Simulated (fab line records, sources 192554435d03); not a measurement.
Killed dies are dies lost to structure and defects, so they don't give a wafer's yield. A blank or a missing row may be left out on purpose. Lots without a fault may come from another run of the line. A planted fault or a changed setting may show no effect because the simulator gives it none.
Which tool did it? | flow n5_finfet | 12 lots, 34 wafers sampled, at 5 steps of a route of 1938

WHAT THE GAUGES READ, wafer by wafer
The record holds no reading of a measuring or inspecting step that can be judged against a usual standard deviation.

WHICH TOOL RAN EACH LOT (tool, then ch and the chambers of the sampled wafers, then the start)
lot  | N5_BEOL_M7_ALD_77                   | N5_BEOL_M7_SPUTTER_48        | N5_BEOL_M7_ANNEAL_51             | N5_BEOL_M8_ILD_DEP_00           | N5_PASSIVATION_PROBE_49
L781 | ald_metal-02 ch 0,1,3, day 10 14:34 | pvd_sputter-03, day 10 15:40 | rtp_anneal-02 ch 0, day 10 16:14 | pecvd-03 ch 0,1, day 10 16:56   | -
L783 | ald_metal-04 ch 0,2, day 10 17:00   | pvd_sputter-01, day 10 17:31 | rtp_anneal-02 ch 0, day 10 19:04 | pecvd-01 ch 1,2, day 10 19:51   | -
L788 | ald_metal-02 ch 0,1, day 11 04:26   | pvd_sputter-03, day 11 04:56 | rtp_anneal-02 ch 0, day 11 06:11 | pecvd-03 ch 0, day 11 06:59     | prober-01, day 14 21:29
L784 | ald_metal-04 ch 0,2,3, day 11 04:31 | pvd_sputter-01, day 11 05:05 | rtp_anneal-02 ch 0, day 11 06:28 | pecvd-04 ch 0,2, day 11 07:15   | -
L789 | ald_metal-04 ch 1, day 11 05:19     | pvd_sputter-02, day 11 07:11 | rtp_anneal-02 ch 0, day 11 07:31 | pecvd-03 ch 0, day 11 08:13     | prober-01, day 14 19:38
L785 | ald_metal-02 ch 0,1, day 12 11:41   | pvd_sputter-01, day 12 12:16 | rtp_anneal-01 ch 0, day 12 12:35 | pecvd-01 ch 0,1, day 12 13:24   | prober-01, day 15 17:47
L793 | ald_metal-04 ch 0,2,3, day 12 19:02 | pvd_sputter-01, day 12 19:44 | rtp_anneal-01 ch 0, day 12 19:59 | pecvd-01 ch 0,2, day 12 20:54   | prober-01, day 16 10:05
L797 | ald_metal-02 ch 0,1,2, day 13 23:37 | pvd_sputter-01, day 14 00:25 | rtp_anneal-01 ch 0, day 14 00:46 | pecvd-01 ch 0,1,2, day 14 01:35 | prober-01, day 17 12:26
L800 | ald_metal-03 ch 0,2, day 14 20:51   | pvd_sputter-01, day 14 21:33 | rtp_anneal-01 ch 0, day 14 22:10 | pecvd-03 ch 0,1, day 14 22:55   | -
L802 | ald_metal-02 ch 2,3, day 15 01:05   | pvd_sputter-01, day 15 02:52 | rtp_anneal-02 ch 0, day 15 03:31 | pecvd-04 ch 0,1,2, day 15 04:19 | -
L804 | ald_metal-03 ch 0,1,2, day 15 17:33 | pvd_sputter-03, day 15 19:28 | rtp_anneal-01 ch 0, day 15 19:43 | pecvd-03 ch 0,1,2, day 15 20:28 | -
L803 | ald_metal-04 ch 2,3, day 15 17:38   | pvd_sputter-03, day 15 19:32 | rtp_anneal-02 ch 0, day 15 19:58 | pecvd-04 ch 0,1,2, day 15 20:46 | -
- N5_BEOL_M7_ALD_77: deposits TaN, target thk 2 nm, pulse time 2 s, purge time 3 s.
- N5_BEOL_M7_SPUTTER_48: material Cu, target thk 10 nm, time 1.667 s.
- N5_BEOL_M7_ANNEAL_51: time 90 s.
- N5_BEOL_M8_ILD_DEP_00: deposits SiCOH lowk from DEMS/porogen, target thk 179.75 nm, time 33.4 s.
- N5_PASSIVATION_PROBE_49

WHAT THE TOOLS THEMSELVES READ (means of the sampled wafers that have a number; where no wafer has one, the mark that the record gives instead)
N5_BEOL_M7_ALD_77.
lot  | tool         | heater_power_w (W) | precursor_vessel_carrier_sccm (sccm) | precursor_vessel_temp_c (C)
L781 | ald_metal-02 | 401                | 998.8                                | 75.08
L783 | ald_metal-04 | 426                | 998.4                                | 75.14
L788 | ald_metal-02 | 413                | 999.7                                | 75.08
L784 | ald_metal-04 | 447                | 1000.8                               | 75.04
L789 | ald_metal-04 | 448                | 1000.4                               | 75.34
L785 | ald_metal-02 | 398                | 1003.4                               | 75.06
L793 | ald_metal-04 | 445                | 999.4                                | 74.94
L797 | ald_metal-02 | 410                | 999.2                                | 75.06
L800 | ald_metal-03 | 452                | 998.0                                | 75.20
L802 | ald_metal-02 | 423                | 1000.2                               | 74.92
L804 | ald_metal-03 | 454                | 1000.4                               | 74.91
L803 | ald_metal-04 | 455                | 1002.4                               | 74.96

N5_BEOL_M7_SPUTTER_48.
lot  | tool           | throttle_valve_pct (%)
L781 | pvd_sputter-03 | 30.2
L783 | pvd_sputter-01 | 30.3
L788 | pvd_sputter-03 | 29.7
L784 | pvd_sputter-01 | 29.6
L789 | pvd_sputter-02 | 30.1
L785 | pvd_sputter-01 | 30.2
L793 | pvd_sputter-01 | 29.4
L797 | pvd_sputter-01 | 30.4
L800 | pvd_sputter-01 | 30.1
L802 | pvd_sputter-01 | 29.5
L804 | pvd_sputter-03 | 28.2
L803 | pvd_sputter-03 | 31.0

N5_BEOL_M7_ANNEAL_51.
lot  | tool          | wafer_temp_C_max
L781 | rtp_anneal-02 | 226.2
L783 | rtp_anneal-02 | 226.1
L788 | rtp_anneal-02 | 226.0
L784 | rtp_anneal-02 | 226.0
L789 | rtp_anneal-02 | 226.1
L785 | rtp_anneal-01 | 226.6
L793 | rtp_anneal-01 | 226.5
L797 | rtp_anneal-01 | 226.7
L800 | rtp_anneal-01 | 226.9
L802 | rtp_anneal-02 | 226.3
L804 | rtp_anneal-01 | 226.8
L803 | rtp_anneal-02 | 226.3

N5_BEOL_M8_ILD_DEP_00.
lot  | tool     | heater_power_w (W) | showerhead_plenum_p_Torr (Torr) | susceptor_temp_C (C) | throttle_valve_pct (%)
L781 | pecvd-03 | 281                | 5.722                           | 300.06               | 13.8
L783 | pecvd-01 | 274                | 5.726                           | 300.10               | 14.0
L788 | pecvd-03 | 253                | 5.715                           | 299.67               | 13.6
L784 | pecvd-04 | 401                | 5.752                           | 300.17               | 13.8
L789 | pecvd-03 | 295                | 5.731                           | 299.83               | 13.4
L785 | pecvd-01 | 259                | 5.717                           | 300.03               | 14.0
L793 | pecvd-01 | 285                | 5.706                           | 303.97               | 13.6
L797 | pecvd-01 | 255                | 5.708                           | 301.91               | 13.9
L800 | pecvd-03 | 266                | 5.739                           | 299.71               | 13.9
L802 | pecvd-04 | 381                | 5.738                           | 299.97               | 13.8
L804 | pecvd-03 | 274                | 5.732                           | 299.88               | 13.8
L803 | pecvd-04 | 348                | 5.737                           | 300.11               | 13.7

N5_PASSIVATION_PROBE_49.
lot  | tool      | defect_limited_yield (%) | killed_at_M0_to_M3 | killed_at_M4_up | killed_at_contacts | killed_at_front_end | killed_at_other | killed_dies | killed_open | killed_short | sort_bin_5_function (%) | sort_bin_6_memory (%) | sort_bin_8_speed (%) | sort_n_pass | sort_yield_pct (%)
L788 | prober-01 | 91.6                     | 36                 | 8               | 9                  | 44                  | 1.7             | 99          | 64          | 31           | 5.1                     | 2.8                   | 0.0                  | 1081        | 91.6
L789 | prober-01 | 91.8                     | 32                 | 11              | 14                 | 36                  | 3.5             | 96          | 62          | 34           | 4.9                     | 2.9                   | 0.0                  | 1084        | 91.8
L785 | prober-01 | 93.0                     | 23                 | 15              | 13                 | 30                  | 2.3             | 83          | 55          | 28           | 4.2                     | 2.5                   | 0.0                  | 1097        | 93.0
L793 | prober-01 | 89.7                     | 38                 | 9               | 10                 | 60                  | 5.0             | 122         | 79          | 42           | 6.0                     | 4.2                   | 0.0                  | 1058        | 89.7
L797 | prober-01 | 88.7                     | 40                 | 18              | 16                 | 58                  | 1.3             | 133         | 90          | 41           | 6.8                     | 3.9                   | 0.0                  | 1047        | 88.7

THE ANSWER, worked out from the rows above alone
Rule: what is usual is taken from the lots themselves. Put in order of their means at a reading, lots are off if they are a third of the lots or fewer, leave a main group of 4 or more, and stand apart from it by a gap of 3 or more times the standard deviation of the main group's means; of several such gaps the widest counts. A main group whose means are all the same, to the digits that the tables above print for the reading, isn't used. A lot without any number at a reading at which 4 lots or more have one is off too. The other lots that the step has rows for count as sound. The gauges are gone through in route order, then the tools' own readings, and for those a lot's mean is taken as printed above. The first step at which some lot is off is used, and at that step the reading that is off furthest; a lot without a number counts as furthest.
Off: L793, L797, at N5_BEOL_M8_ILD_DEP_00 (susceptor_temp_C). The main group: mean 299.95 C, standard deviation 0.16.
A tool fits if, at that step or a process step before it, it ran every lot that is off, and no sound lot after the first of them. One fits: pecvd-01 at N5_BEOL_M8_ILD_DEP_00. Its last sound lot is L785 (day 12 13:24), its first lot that is off L793 (day 12 20:54): a fault that began between those two fits.
The tool's own readings at N5_BEOL_M8_ILD_DEP_00 bear it out: on the lots that are off they differ by more than 5 times the standard deviation of the sound lots' means. susceptor_temp_C reads 302.94 C there against 299.95 C on the sound lots.

WHAT THE SIMULATOR HAD PUT IN
Process parameter drift: pecvd-01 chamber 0, from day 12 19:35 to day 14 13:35, at N5_BEOL_M8_ILD_DEP_00. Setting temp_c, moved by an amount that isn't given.
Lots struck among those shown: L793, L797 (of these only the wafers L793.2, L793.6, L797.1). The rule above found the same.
